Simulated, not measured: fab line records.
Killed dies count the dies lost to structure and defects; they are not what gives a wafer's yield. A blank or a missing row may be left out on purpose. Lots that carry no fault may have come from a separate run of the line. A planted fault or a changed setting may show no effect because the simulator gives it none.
A struck lot beside a sound one ; flow nand-harc ; 13 steps out of a route of 1159
Sound: wafers L632.1, L632.3, L632.4. Struck: wafers L638.2, L638.4, L638.5. At the end, the cause is stated.
Order at every step that has rows: each side's tool, ch and its chambers, its first start. Under that, the readings that differ: sound wafers ; struck wafers ; difference of the means ; sigmas: that difference in standard deviations of wafers without a fault.
alike: readings with means less than 2 such deviations apart, plus words and numbers identical on both sides. not compared: withheld readings, readings lacking a value on some wafer, bounds such as >300 that could conceal the same value, and numbers that have no deviation in the record and whose values overlap.
A row with sigmas, a row that says differs or no value, or rows on one side alone: a step with any of these is where the two part. Numbers that have no deviation but don't overlap get no sigmas and don't part them. A reading missing from all wafers of one side parts the sides only when that side holds two or more wafers.

NHARC_P_M0_CMP_23: polishes, t overpolish 20 s, target thk 117.53 nm.
  sound on cmp-04 ch 0,1,3, day 6 19:29; struck on cmp-03 ch 0,1,2, day 8 15:34
  alike: motor-current-A, time-to-endpoint-s
NHARC_P_M0_THK_MEAS_24: measures by xrf.
  sound on film-metro-01 at day 6 19:48; struck on film-metro-02 at day 8 15:50
  alike: thk-nm
next, for these wafers, 1 step has no rows: NHARC_P_M0_SRD_25.
NHARC_P_M0_INSPECT_27:
  sound on defect-inspect-02 at day 6 19:57; struck on defect-inspect-01 at day 8 16:00
  alike: raw-defect-count
NHARC_P_M0_PRE_CLEAN_31: time 12 s.
  sound on pecvd-04 ch 1,2, day 6 20:04; struck on pecvd-04 ch 1,2, day 8 16:05
  alike: heater-power-w
NHARC_P_M0_DEP_32: deposits SiCN, target thk 30 nm.
  sound on pecvd-04 ch 1,2, day 6 20:08; struck on pecvd-04 ch 1,2, day 8 16:14
  alike: heater-power-w
then, 5 steps without rows for these wafers: NHARC_P_M1_DEP_00 (deposits SiOC, target thk 182.5 nm); NHARC_P_M1_DEHYDRATE_01 (time 120 s); NHARC_P_M1_HMDS_02 (time 30 s); NHARC_P_M1_COAT_34 (time 65 s); NHARC_P_M1_COAT_03 (resist thk 90 nm).
NHARC_P_M1_SOFTBAKE_04: time 55 s.
  sound on litho-track-01 ch 0, day 6 20:00; struck on litho-track-01 ch 0, day 8 16:00
reading;sound;struck;difference;sigmas
heater-power-total-W (W);188.63 188.47 188.53;179.82 180.00 179.89;-8.64;-58
next, for these wafers, 1 step has no rows: NHARC_P_M1_EBR_05.

## WHERE THEY PART
Within this record, at NHARC_P_M1_SOFTBAKE_04 only.

WHY: what the simulator had put in
Process parameter drift: litho-track-01, from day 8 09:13 on, at NHARC_P_M1_SOFTBAKE_04. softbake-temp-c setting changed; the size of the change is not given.
